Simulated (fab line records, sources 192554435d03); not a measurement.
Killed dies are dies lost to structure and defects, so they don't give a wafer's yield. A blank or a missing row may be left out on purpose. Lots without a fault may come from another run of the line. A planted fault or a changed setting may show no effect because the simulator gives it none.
Chamber matching | flow n5_finfet | N5_BEOL_M2_ALD_98 on ald_sin-03: 4 sister chambers
The step deposits SiO2, target thk 2.5 nm, pulse time 1 s, co reactant pulse time 1 s. 18 wafers are shown with their chamber, then 9 later ones without.

WAFERS WITH THEIR CHAMBER
wafer  | chamber | heater_power_w (W) | precursor_pulse_height_rel
L074.3 | 0       | 60                 | 1.041
L074.4 | 3       | 77                 | 1.035
L074.6 | 0       | 58                 | 0.990
L075.1 | 0       | 57                 | 1.033
L075.3 | 2       | 90                 | 1.012
L075.6 | 2       | 89                 | 0.989
L077.3 | 0       | 60                 | 1.000
L077.5 | 2       | 88                 | 1.001
L077.6 | 1       | 82                 | 0.971
L079.2 | 2       | 87                 | 0.971
L079.3 | 3       | 76                 | 0.985
L079.4 | 1       | 81                 | 0.998
L083.2 | 1       | 84                 | 0.991
L083.3 | 2       | 90                 | 1.022
L083.4 | 3       | 79                 | 0.966
L082.2 | 3       | 78                 | 1.000
L082.5 | 1       | 83                 | 1.005
L082.6 | 2       | 88                 | 0.993

SIGNATURES (means of the wafers above)
reading                    | chamber 0 | chamber 1 | chamber 2 | chamber 3 | scatter within a chamber
heater_power_w             | 58.75     | 82.50     | 88.67     | 77.50     | 1.31
precursor_pulse_height_rel | 1.01600   | 0.99125   | 0.99800   | 0.99650   | 0.0218
Rule: a wafer's distance from a chamber is the root of the sum, over the readings, of the square of ((its reading less the chamber's mean) divided by the reading's scatter). The wafer belongs to the nearest chamber; if the next one is less than 2 further off, it can't be placed. The scatter: the root of (the sum of the squares of (reading less its chamber's mean) over the shown wafers, divided by (wafers less chambers)).

WAFERS WITHOUT THEIR CHAMBER
wafer  | heater_power_w (W) | precursor_pulse_height_rel
L088.3 | 78                 | 1.024
L088.5 | 83                 | 0.993
L088.6 | 87                 | 1.025
L089.2 | 61                 | 1.007
L089.4 | 77                 | 1.020
L089.6 | 88                 | 1.010
L090.2 | 79                 | 0.996
L090.4 | 60                 | 0.982
L090.5 | 81                 | 1.018

WHICH CHAMBER EACH WENT THROUGH
wafer  | from the rows above     | in truth
L088.3 | 3                       | 3
L088.5 | 1                       | 1
L088.6 | can't be placed: 2 or 1 | 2
L089.2 | 0                       | 0
L089.4 | 3                       | 3
L089.6 | 2                       | 2
L090.2 | can't be placed: 3 or 1 | 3
L090.4 | 0                       | 0
L090.5 | can't be placed: 1 or 3 | 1
Placed correctly: 6 of 9. Can't be placed from these rows: 3 (the true chamber is among the candidates in 3). Placed wrongly: 0.
